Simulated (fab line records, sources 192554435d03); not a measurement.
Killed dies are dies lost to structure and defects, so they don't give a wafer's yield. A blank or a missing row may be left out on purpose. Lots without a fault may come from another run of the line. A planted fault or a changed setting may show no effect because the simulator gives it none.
fab line records | flow n5_finfet
record lots=7 wafers=21
route steps=1938 shown BEOL_M11@1536 BEOL_M12@1605 BEOL_M13@1665 BEOL_M14@1739 BEOL_M15@1801
start_h: hours from the record's first day to the start of the lot's first wafer shown | wait_h: hours since the lot's step before | " the same as in the row above | L1.1+2: a row that stands for several wafers | - no value, or no start given | * or withheld: withheld | < > ~ a bound
route shown NAME@n: a module of which the file shows steps, and the number in the route of the first | usual: mean/standard deviation of fault-free wafers | same: alike in all rows | chamber/n: place in a boat | sites: the reading at each site | _std_site: their standard deviation | _edge_site: outer sites' mean less inner sites' | radius_mm: how far each site lies from the wafer's centre | mask NAME#n: copy n | behind: the tool/chamber that last shaped the wafer | hold: why the lot was held/for how many hours/how that ended | device: the transistor (n, p or np) that didn't switch | end of line: the same wafers' tests at the end of the route | a step without rows: its recipe alone | killed: dies lost to structure and defects at the first sort, not the wafer's yield | map: a wafer's dies, x killed, . not, _ none there
set.NAME: the setting as run; set.NAME@STEP: as run at that earlier step | model.NAME: the simulator's own value behind a step, which no gauge read
lots whose settings were changed on purpose; a table a step, a row a wafer
## steps
# step N5_BEOL_M11_ILD_DEP_00
# recipe material=SiCOH_lowk target_thk_a=3085.1 temp_c=300 precursor=DEMS/porogen pressure_torr=5 rf_w=500 time_s=58
# columns lot.wafer tool chamber start_h wait_h set.time_s model.SiCOH_lowk_of_BEOL_M11_ILD_DEP_00.thk_nm
L074.1 pecvd-04 2 227.23 0.0 58 309
L074.3 " 1 " " 58 311.6
L074.4 " 0 " " 61.84 329.8
L079.1 pecvd-01 1 259.45 0.0 58 302.6
L079.2 " 2 " " 64.46 341
L079.5 " 1 " " 64.46 347.2
L084.3 pecvd-04 0 298.64 0.0 58 300.8
L084.4 " 1 " " 58 308.8
L084.6 " 2 " " 58 306.4
L088.2 pecvd-04 2 336.74 0.0 50.75 272.2
L088.5 " 0 " " 58 306.6
L088.6 " 1 " " 50.75 270.4
L087.2 pecvd-01 0 337.53 0.0 58 304.4
L087.4 " 0 " " 58 313
L087.6 " 1 " " 58 307.4
L089.1 pecvd-04 0 341.83 0.0 58 302.4
L089.2 " 2 " " 63.47 338.6
L089.6 " 0 " " 58 307
L091.3 pecvd-04 1 346.11 0.0 50.41 268.4
L091.4 " 2 " " 58 311
L091.6 " 0 " " 58 307.2
# step N5_BEOL_M11_CURE_71
# recipe temp_c=385 time_s=240 ambient=He/Ar material=SiCOH_lowk
# columns lot.wafer tool chamber start_h wait_h set.time_s@BEOL_M11_ILD_DEP_00 model.SiCOH_lowk_of_BEOL_M11_ILD_DEP_00.thk_nm
L074.1 uv_cure-01 1 227.31 0.0 58 268.4
L074.3 " 1 " " 58 270.6
L074.4 " 1 " " 61.84 286.8
L079.1 uv_cure-02 1 259.53 0.0 58 262.8
L079.2 " 1 " " 64.46 296.8
L079.5 " 1 " " 64.46 302.2
L084.3 uv_cure-02 1 298.88 0.2 58 261.2
L084.4 " 1 " " 58 268.2
L084.6 " 1 " " 58 266.2
L088.2 uv_cure-01 2 336.90 0.1 50.75 236
L088.5 " 2 " " 58 266.2
L088.6 " 2 " " 50.75 234.4
L087.2 uv_cure-03 2 337.69 0.1 58 264.4
L087.4 " 2 " " 58 272
L087.6 " 2 " " 58 267
L089.1 uv_cure-01 1 341.91 0.0 58 262.6
L089.2 " 1 " " 63.47 294.6
L089.6 " 1 " " 58 266.6
L091.3 uv_cure-02 1 346.53 0.4 50.41 232.6
L091.4 " 1 " " 58 270.2
L091.6 " 1 " " 58 266.8
# step N5_BEOL_M11_THK_MEAS_01
# recipe reads=SiCOH_lowk_of_BEOL_M11_ILD_DEP_00
# usual M11_ILD_THK=268/3.7
# columns lot.wafer tool chamber start_h wait_h set.time_s@BEOL_M11_ILD_DEP_00 M11_ILD_THK[nm]
L074.1 film_metro-02 - 227.83 0.4 58 268
L074.3 " - " " 58 271
L074.4 " - " " 61.84 287
L079.1 film_metro-01 - 260.04 0.4 58 263
L079.2 " - " " 64.46 297
L079.5 " - " " 64.46 302
L084.3 film_metro-02 - 299.23 0.3 58 261
L084.4 " - " " 58 268
L084.6 " - " " 58 266
L088.2 film_metro-01 - 337.33 0.4 50.75 236
L088.5 " - " " 58 267
L088.6 " - " " 50.75 234
L087.2 film_metro-02 - 338.12 0.4 58 264
L087.4 " - " " 58 272
L087.6 " - " " 58 267
L089.1 film_metro-01 - 342.42 0.4 58 263
L089.2 " - " " 63.47 295
L089.6 " - " " 58 267
L091.3 film_metro-01 - 346.89 0.3 50.41 233
L091.4 " - " " 58 270
L091.6 " - " " 58 267
# step N5_BEOL_M12_COAT_04
# recipe spin_rpm=1625 resist_thk_nm=400
# columns lot.wafer tool chamber start_h wait_h set.spin_rpm model.coat_of_BEOL_M12_COAT_04.thk_nm
L074.1 litho_track-03 0 - - 1625 399.2
L074.3 " 0 " " 1625 401.6
L074.4 " 0 " " 1625 399.6
L079.1 litho_track-02 0 - - 1491 415.6
L079.2 " 0 " " 1491 416.8
L079.5 " 0 " " 1625 400
L084.3 litho_track-05 0 - - 1493 416.8
L084.4 " 0 " " 1625 400.2
L084.6 " 0 " " 1625 400.4
L087.2 litho_track-02 0 - - 1625 401.4
L087.4 " 0 " " 1625 400.8
L087.6 " 0 " " 1625 401
L088.2 litho_track-02 0 - - 1476 421.6
L088.5 " 0 " " 1476 421.4
L088.6 " 0 " " 1625 401.4
L089.1 litho_track-02 0 - - 1625 399.6
L089.2 " 0 " " 1625 400.2
L089.6 " 0 " " 1625 400
L091.3 litho_track-03 0 - - 1477 422.6
L091.4 " 0 " " 1477 421.6
L091.6 " 0 " " 1625 402.8
# step N5_BEOL_M12_EBR_06
# recipe solvent=PGMEA ebr_width_mm=1.5
# step N5_BEOL_M12_SOFTBAKE_05
# recipe temp_c=130 time_s=60
# step N5_BEOL_M12_DESCUM_15
# recipe chemistry=O2 time_s=7.9 source_power_w=50 bias_power_w=20 pressure_mtorr=20 rf_frequency_hz=2.712e+07 temp_c=40 o2_flow_sccm=225
# step N5_BEOL_M12_ETCH_59
# recipe chemistry=N2/H2 target=BARC target_depth_a=890 overetch_a=267 time_s=67.9 ion_energy_ev=200 pressure_mtorr=30 source_w=840 bias_w=150 n2_flow_sccm=200 h2_flow_sccm=200
# columns lot.wafer tool chamber start_h wait_h set.spin_rpm@BEOL_M12_COAT_04 model.coat_of_BEOL_M12_COAT_04.thk_nm
L074.1 rie_diel-03 0 233.78 0.0 1625 317.2
L074.3 " 3 " " 1625 316.6
L074.4 " 0 " " 1625 317.4
L079.1 rie_diel-01 3 270.49 0.0 1491 332
L079.2 " 0 " " 1491 337.8
L079.5 " 3 " " 1625 315.8
L084.3 rie_diel-03 3 310.98 0.0 1493 333
L084.4 " 0 " " 1625 317.8
L084.6 " 1 " " 1625 314.2
L087.2+4+6 rie_diel-03 2,1,1 350.77 0.0 1625 315.2
L088.2 rie_diel-01 3 351.05 0.0 1476 338
L088.5 " 3 " " 1476 337
L088.6 " 0 " " 1625 318.4
L089.1 rie_diel-03 0 352.51 0.0 1625 316.8
L089.2 " 3 " " 1625 316
L089.6 " 3 " " 1625 315.2
L091.3 rie_diel-04 1 354.93 0.0 1477 338.6
L091.4 " 0 " " 1477 340.8
L091.6 " 2 " " 1625 318.8
# step N5_BEOL_M12_VIA_ETCH_16
# recipe chemistry=C4F8/O2/Ar target=SiOC pressure_mtorr=30 source_w=3000 bias_w=700 Ar_flow_sccm=400 C4F8_flow_sccm=15 O2_flow_sccm=8 he_inner_torr=15 he_outer_torr=30 target_depth_a=7248 time_s=withheld ion_energy_ev=250 ends=cleared
# columns lot.wafer tool chamber start_h wait_h set.spin_rpm@BEOL_M12_COAT_04 model.coat_of_BEOL_M12_COAT_04.thk_nm
L074.1 rie_diel-03 0 233.83 0.0 1625 124.6
L074.3 " 3 " " 1625 120.4
L074.4 " 0 " " 1625 120.8
L079.1 rie_diel-01 3 270.54 0.0 1491 140.2
L079.2 " 0 " " 1491 142.8
L079.5 " 3 " " 1625 121
L084.3 rie_diel-03 3 311.03 0.0 1493 141.2
L084.4 " 0 " " 1625 125.4
L084.6 " 1 " " 1625 121.4
L087.2 rie_diel-03 2 350.83 0.0 1625 119.6
L087.4 " 1 " " 1625 122
L087.6 " 1 " " 1625 119.2
L088.2 rie_diel-01 3 351.10 0.0 1476 144.6
L088.5 " 3 " " 1476 142.8
L088.6 " 0 " " 1625 123.8
L089.1 rie_diel-03 0 352.56 0.0 1625 124.2
L089.2 " 3 " " 1625 124.8
L089.6 " 3 " " 1625 119.6
L091.3 rie_diel-04 1 354.98 0.0 1477 148.2
L091.4 " 0 " " 1477 150.6
L091.6 " 2 " " 1625 125.2
# step N5_BEOL_M12_STRIP_63
# recipe chemistry=N2/H2 power_w=1000 temp_c=250 h2_frac=0.65 overash_fraction=0.3 pressure_mtorr=1000 n2_flow_sccm=1750 h2_flow_sccm=3250
# usual strip_time_to_endpoint_s=42.4/0.93
# columns lot.wafer tool chamber start_h wait_h set.spin_rpm@BEOL_M12_COAT_04 strip_time_to_endpoint_s
L074.1 plasma_asher-02 1 234.03 - 1625 42.9
L074.3 " 1 " " 1625 41.8
L074.4 " 0 " " 1625 41.9
L079.1 plasma_asher-02 1 270.74 - 1491 47.1
L079.2 " 0 " " 1491 47.8
L079.5 " 1 " " 1625 42.0
L084.3 plasma_asher-02 0 311.37 - 1493 47.4
L084.4 " 1 " " 1625 43.1
L084.6 " 0 " " 1625 42.1
L087.2 plasma_asher-02 0 351.03 - 1625 41.6
L087.4 " 0 " " 1625 42.2
L087.6 " 0 " " 1625 41.5
L088.2 plasma_asher-01 1 351.31 - 1476 48.3
L088.5 " 1 " " 1476 47.7
L088.6 " 0 " " 1625 42.7
L089.1 plasma_asher-01 0 352.76 - 1625 42.8
L089.2 " 1 " " 1625 43.0
L089.6 " 1 " " 1625 41.6
L091.3 plasma_asher-01 0 355.20 - 1477 49.2
L091.4 " 1 " " 1477 49.8
L091.6 " 1 " " 1625 43.1
# step N5_BEOL_M13_EXPOSE_07
# recipe mask_id=V12 na=0.93 source_shape=conventional sigma_outer=0.6 polarization=unpolarized attpsm_phase_deg=180 dose_mj=24.8
# columns lot.wafer tool chamber start_h wait_h mask set.dose_mj
L074.1+3 krf_scanner-02 0 238.11 - V12#0 24.8
L074.4 " 0 " " V12#0 25.83
L079.1+5 krf_scanner-02 0 275.60 - V12#0 26.04
L079.2 " 0 " " V12#0 24.8
L084.3+4 krf_scanner-02 0 316.35 - V12#0 24.8
L084.6 " 0 " " V12#0 23.67
L087.2+4+6 krf_scanner-02 0 355.48 - V12#0 24.8
L088.2+5 krf_scanner-01 0 355.87 - V12#0 22.96
L088.6 " 0 " " V12#0 24.8
L089.1 krf_scanner-02 0 359.16 - V12#0 24.8
L089.2+6 " 0 " " V12#0 25.52
L091.3 krf_scanner-02 0 360.49 - V12#0 24.8
L091.4+6 " 0 " " V12#0 23.33
# step N5_BEOL_M13_PEB_08
# recipe peb_temp_c=130 peb_time_s=90
# step N5_BEOL_M13_DEVELOP_09
# recipe develop_time_s=45 rinse_liquid=diw dry=air_spin dev_temp_c=21
# step N5_BEOL_M13_HARDBAKE_14
# recipe temp_c=130 time_s=120
# step N5_BEOL_M13_CD_MEAS_10
# recipe target_cd_nm=190 landing_energy_ev=500 detector=se_inlens polarity=opening
# usual cd_nm=190.4/1
# columns lot.wafer tool chamber start_h wait_h set.dose_mj@BEOL_M13_EXPOSE_07 cd_nm
L074.1 cd_sem-02 0 238.28 - 24.8 190.8
L074.3 " 0 " " 24.8 189.0
L074.4 " 0 " " 25.83 193.9
L079.1 cd_sem-03 0 275.78 - 26.04 195.9
L079.2 " 0 " " 24.8 190.2
L079.5 " 0 " " 26.04 197.3
L084.3 cd_sem-01 0 316.52 - 24.8 190.8
L084.4 " 0 " " 24.8 190.7
L084.6 " 0 " " 23.67 184.5
L087.2 cd_sem-01 0 355.64 - 24.8 188.2
L087.4 " 0 " " 24.8 190.4
L087.6 " 0 " " 24.8 190.7
L088.2 cd_sem-01 0 356.04 - 22.96 183.0
L088.5 " 0 " " 22.96 181.5
L088.6 " 0 " " 24.8 191.4
L089.1 cd_sem-02 0 359.33 - 24.8 189.2
L089.2 " 0 " " 25.52 193.5
L089.6 " 0 " " 25.52 191.5
L091.3 cd_sem-03 0 360.65 - 24.8 189.7
L091.4 " 0 " " 23.33 184.7
L091.6 " 0 " " 23.33 182.9
# step N5_BEOL_M13_STRIP_71
# recipe chemistry=post_etch_residue_remover time_s=60 temp_c=25 remover_ph=withheld remover_water_wt_pct=withheld remover_fluoride_wt_pct=withheld
# step N5_BEOL_M13_SRD_72
# recipe time_s=30 temp_c=23 rinse_liquid=diw dry=n2_spin spin_rpm=1500 dry_time_s=30
# step N5_BEOL_M13_CD_MEAS_17
# recipe target_cd_nm=190 polarity=opening
# usual cd_nm=190.5/1.5
# columns lot.wafer tool chamber start_h wait_h set.dose_mj@BEOL_M13_EXPOSE_07 cd_nm
L074.1 cd_sem-03 - 238.90 0.0 24.8 190.3
L074.3 " - " " 24.8 189.5
L074.4 " - " " 25.83 194.9
L079.1 cd_sem-01 - 276.39 0.0 26.04 194.9
L079.2 " - " " 24.8 190.6
L079.5 " - " " 26.04 195.7
L084.3 cd_sem-02 - 317.15 0.0 24.8 191.2
L084.4 " - " " 24.8 188.3
L084.6 " - " " 23.67 185.4
L087.2 cd_sem-01 - 356.26 0.0 24.8 187.5
L087.4 " - " " 24.8 192.1
L087.6 " - " " 24.8 188.8
L088.2 cd_sem-03 - 356.66 0.0 22.96 182.4
L088.5 " - " " 22.96 184.3
L088.6 " - " " 24.8 190.9
L089.1 cd_sem-03 - 359.95 0.0 24.8 188.1
L089.2 " - " " 25.52 195.9
L089.6 " - " " 25.52 190.3
L091.3 cd_sem-01 - 361.27 0.0 24.8 190.5
L091.4 " - " " 23.33 183.4
L091.6 " - " " 23.33 185.0
# step N5_BEOL_M14_COAT_22
# recipe spin_rpm=2888 resist_thk_nm=300
# columns lot.wafer tool chamber start_h wait_h set.spin_rpm model.coat_of_BEOL_M14_COAT_22.thk_nm
L074.1 litho_track-03 0 - - 2888 300.6
L074.3 " 0 " " 3109 289
L074.4 " 0 " " 2888 299.2
L079.1 litho_track-04 0 - - 2888 300.8
L079.2+5 " 0 " " 2747 309
L084.3 litho_track-03 0 - - 2679 311.4
L084.4 " 0 " " 2679 310.8
L084.6 " 0 " " 2888 298.8
L087.2 litho_track-03 0 - - 2888 302
L087.4 " 0 " " 2888 301.4
L087.6 " 0 " " 2888 301
L088.2+6 litho_track-04 0 - - 3018 295
L088.5 " 0 " " 3018 293.6
L089.1 litho_track-03 0 - - 2694 310.8
L089.2 " 0 " " 2888 301.8
L089.6 " 0 " " 2888 301
L091.3 litho_track-03 0 - - 2888 297.8
L091.4 " 0 " " 2888 298.2
L091.6 " 0 " " 3192 283.4
# step N5_BEOL_M14_DEVELOP_27
# recipe develop_time_s=45 rinse_liquid=diw dry=air_spin dev_temp_c=21
# columns lot.wafer tool chamber start_h wait_h set.develop_time_s
L074.1+3+4 litho_track-03 0 - - 45
L079.1+2 litho_track-03 0 - - 45
L079.5 " 0 " " 52.74
L084.3+4+6 litho_track-02 0 - - 37.76
L087.2+4+6 litho_track-04 0 - - 45
L088.2 litho_track-03 0 - - 45
L088.5+6 " 0 " " 52.47
L089.1+2+6 litho_track-03 0 - - 45
L091.3+4 litho_track-04 0 - - 54.89
L091.6 " 0 " " 45
# step N5_BEOL_M14_HARDBAKE_32
# recipe temp_c=130 time_s=120
# step N5_BEOL_M14_DESCUM_33
# recipe chemistry=O2 time_s=7.9 source_power_w=50 bias_power_w=20 pressure_mtorr=20 rf_frequency_hz=2.712e+07 temp_c=40 o2_flow_sccm=225
# columns lot.wafer tool chamber start_h wait_h set.spin_rpm@BEOL_M14_COAT_22 model.coat_of_BEOL_M14_COAT_22.thk_nm
L074.1 rie_diel-03 3 245.69 0.2 2888 283.4
L074.3 " 1 " " 3109 271.8
L074.4 " 2 " " 2888 282
L079.1 rie_diel-03 2 280.77 0.0 2888 283.6
L079.2 " 1 " " 2747 291.8
L079.5 " 1 " " 2747 291.4
L084.3 rie_diel-01 2 324.52 0.0 2679 294.6
L084.4 " 1 " " 2679 294
L084.6 " 1 " " 2888 282.2
L087.2 rie_diel-01 3 362.19 0.2 2888 285
L087.4 " 2 " " 2888 284.4
L087.6 " 2 " " 2888 283.8
L088.2 rie_diel-04 1 362.95 0.2 3018 278
L088.5 " 1 " " 3018 276
L088.6 " 0 " " 3018 277.6
L089.1 rie_diel-04 3 365.72 0.2 2694 293.6
L089.2 " 2 " " 2888 284.6
L089.6 " 3 " " 2888 283.8
L091.3 rie_diel-04 2 366.30 0.1 2888 280.2
L091.4 " 0 " " 2888 280.6
L091.6 " 0 " " 3192 266.4
# step N5_BEOL_M15_PEB_26
# recipe peb_temp_c=130 peb_time_s=90
# columns lot.wafer tool chamber start_h wait_h set.peb_temp_c
L074.1 litho_track-05 0 252.61 0.1 126.9
L074.3+4 " 0 " " 130
L079.1+2+5 litho_track-01 0 285.15 0.1 131.6
L084.3+6 litho_track-01 0 332.70 0.0 130
L084.4 " 0 " " 126.7
L087.2+4+6 litho_track-05 0 368.98 0.0 130
L088.2 litho_track-03 0 370.91 0.0 126.3
L088.5+6 " 0 " " 130
L089.1+2 litho_track-05 0 371.79 0.1 130
L089.6 " 0 " " 126.4
L091.3 litho_track-01 0 372.28 0.0 131
L091.4+6 " 0 " " 130
## key
split step=N5_BEOL_M11_ILD_DEP_00 setting=time_s stated=58 by=wafer
response step=N5_BEOL_M11_ILD_DEP_00 reading=model.SiCOH_lowk_of_BEOL_M11_ILD_DEP_00.thk_nm change=+3.23 per=1% r=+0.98
response step=N5_BEOL_M11_CURE_71 reading=model.SiCOH_lowk_of_BEOL_M11_ILD_DEP_00.thk_nm change=+2.85 per=1% r=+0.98
response step=N5_BEOL_M11_THK_MEAS_01 reading=M11_ILD_THK change=+2.86 per=1% r=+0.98
split step=N5_BEOL_M12_COAT_04 setting=spin_rpm stated=1625 by=wafer
response step=N5_BEOL_M12_COAT_04 reading=model.coat_of_BEOL_M12_COAT_04.thk_nm change=-2.09 per=1% r=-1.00
response step=N5_BEOL_M12_ETCH_59 reading=model.coat_of_BEOL_M12_COAT_04.thk_nm change=-2.2 per=1% r=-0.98
response step=N5_BEOL_M12_VIA_ETCH_16 reading=model.coat_of_BEOL_M12_COAT_04.thk_nm change=-2.38 per=1% r=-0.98
response step=N5_BEOL_M12_STRIP_63 reading=strip_time_to_endpoint_s change=* per=1% r=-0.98
split step=N5_BEOL_M13_EXPOSE_07 setting=dose_mj stated=24.8 by=wafer
response step=N5_BEOL_M13_CD_MEAS_10 reading=cd_nm change=+1.18 per=1% r=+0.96
response step=N5_BEOL_M13_CD_MEAS_17 reading=cd_nm change=+1.07 per=1% r=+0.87
split step=N5_BEOL_M14_COAT_22 setting=spin_rpm stated=2888 by=wafer
response step=N5_BEOL_M14_COAT_22 reading=model.coat_of_BEOL_M14_COAT_22.thk_nm change=-1.48 per=1% r=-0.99
response step=N5_BEOL_M14_DESCUM_33 reading=model.coat_of_BEOL_M14_COAT_22.thk_nm change=-1.45 per=1% r=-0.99
split step=N5_BEOL_M14_DEVELOP_27 setting=develop_time_s stated=45 by=wafer
response none clear
split step=N5_BEOL_M15_PEB_26 setting=peb_temp_c stated=130 by=wafer
response none in this file
